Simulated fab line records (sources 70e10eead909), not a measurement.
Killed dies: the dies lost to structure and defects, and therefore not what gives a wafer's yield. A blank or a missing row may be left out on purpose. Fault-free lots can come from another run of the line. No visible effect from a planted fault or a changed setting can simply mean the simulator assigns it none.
Problem report, 8D (eight disciplines) form, completed by code | flow nand-harc | the parts of the form that need people (team, actions taken, sign-off) are left out

== 1. THE ISSUE ==
At NHARC_A_STAIRCASE_TRIM_224, run-length-s averages 221.7 s over 3 wafers from 2 lots, while fault-free wafers read 232.7 s, standard deviation 0.43. That puts it -26 standard deviations away from the usual mean.
The step: chemistry O2, time 211.2 s.
Seen first at day 18 23:24 on rie-diel-07, wafer L120.4. The record has a number at this step for 35 wafers belonging to 12 lots. Rule for "out", or "out of limits": more than 4 standard deviations from the usual mean. All remaining wafers that have a number are taken as sound.

== 2. WHAT IT IS AND WHAT IT IS NOT ==
question                    | is                     | is not
which readings at this step | run-length-s           | drypump-motor-current-A, oes-product-au, showerhead-plenum-p-Torr, throttle-valve-pct
which lots                  | L120, L121             | L115, L116, L127, L129, L130, L131, L132, L133, L134, L135
which wafers of those lots  | L120.4, L121.4, L121.6 | L120.5, L121.5
read on which tools         | rie-diel-07            | rie-diel-01, rie-diel-06
when                        | from day 18 23:24      | up to then (7 sound wafers); but 25 sound wafers of L121, L127, L129, L130, L131, L132, L133, L134, L135 came after

== 3. SUSPECTS, AND WHAT RULES EACH OUT ==
Counting: a tool at a process step up to the reading stays a suspect if it ran every lot that is out. Sound lots after the first of them don't rule it out here, since some wafers of a struck lot are sound.
- rie-diel-07 at NHARC_A_STAIRCASE_TRIM_224 (chemistry O2, time 211.2 s): kept. Every lot that is out went through it, the first being L120 (day 18 23:24); the last sound lot it ran before that was L116 (day 16 23:08). On those wafers its own readings are out: run-length-s.
Left after counting: rie-diel-07 at NHARC_A_STAIRCASE_TRIM_224.

== 4. THE CAUSE (what the simulator had put in) ==
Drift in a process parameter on rie-diel-07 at NHARC_A_STAIRCASE_TRIM_224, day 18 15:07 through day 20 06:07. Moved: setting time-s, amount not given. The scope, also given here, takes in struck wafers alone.
This tool alone remained once counting was done.

== 5. THE EFFECT CHAIN, in route order ==
Rows list readings where the struck wafers' mean (over those with a number) sits beyond 3 standard deviations from the usual. Only readings whose record carries a usual standard deviation are examined. hours: median over the lots of the time between each lot's start at the first step of this table that gives one and its start at this step. sigmas: the change, counted in usual standard deviations.
hours | step                       | reading      | usual   | on struck wafers | change | sigmas
0     | NHARC_A_STAIRCASE_TRIM_224 | run-length-s | 232.7 s | 221.7            | -11.0  | -26
The process steps in it:
- NHARC_A_STAIRCASE_TRIM_224: chemistry O2, time 211.2 s.

== 6. HOW IT WOULD HAVE BEEN CAUGHT EARLIER ==
In this record the first reading out of limits was taken at day 18 23:24, 8 hours after the fault began at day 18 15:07.
